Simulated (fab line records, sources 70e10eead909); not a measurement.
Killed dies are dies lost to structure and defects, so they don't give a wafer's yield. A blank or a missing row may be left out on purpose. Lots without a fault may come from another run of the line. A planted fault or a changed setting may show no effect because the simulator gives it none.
Chamber matching | flow nand_harc | NHARC_A_STAIRCASE_TRIM_187 on rie_diel-04: 4 sister chambers
The step chemistry O2, time 211.2 s. 8 wafers are shown with their chamber, then 9 later ones without.

WAFERS WITH THEIR CHAMBER
wafer  | chamber | drypump_motor_current_A (A) | showerhead_plenum_p_Torr (Torr)
L085.1 | 0       | 5.8                         | 3.64
L086.3 | 1       | 5.2                         | 3.68
L086.4 | 3       | 6.1                         | 3.50
L087.1 | 3       | 6.1                         | 3.50
L087.6 | 2       | 5.7                         | 3.67
L089.1 | 1       | 5.2                         | 3.67
L089.4 | 0       | 5.8                         | 3.64
L089.5 | 2       | 5.6                         | 3.66

WAFERS WITHOUT THEIR CHAMBER
wafer  | drypump_motor_current_A (A) | showerhead_plenum_p_Torr (Torr)
L091.1 | 6.1                         | 3.50
L091.4 | 5.2                         | 3.67
L091.5 | 5.6                         | 3.66
L095.2 | 5.6                         | 3.66
L095.3 | 6.1                         | 3.49
L095.6 | 6.1                         | 3.49
L095.1 | 5.7                         | 3.63
L095.4 | 5.2                         | 3.67
L095.5 | 5.6                         | 3.66

WHICH CHAMBER EACH WENT THROUGH
wafer  | from the rows above | in truth
L091.1 | 3                   | 3
L091.4 | 1                   | 1
L091.5 | 2                   | 2
L095.2 | 2                   | 2
L095.3 | 3                   | 3
L095.6 | 3                   | 3
L095.1 | 0                   | 0
L095.4 | 1                   | 1
L095.5 | 2                   | 2
Placed correctly: 9 of 9. Can't be placed from these rows: 0. Placed wrongly: 0.
How it was worked out, from the rows above alone: a wafer's distance from a chamber is the root of the sum, over the readings, of the square of ((its reading less the chamber's mean) divided by the reading's scatter). The wafer belongs to the nearest chamber; if the next one is less than 2 further off, it can't be placed. A chamber's mean is the mean of its shown wafers. The scatter: the root of (the sum of the squares of (reading less its chamber's mean) over the shown wafers, divided by (wafers less chambers)).
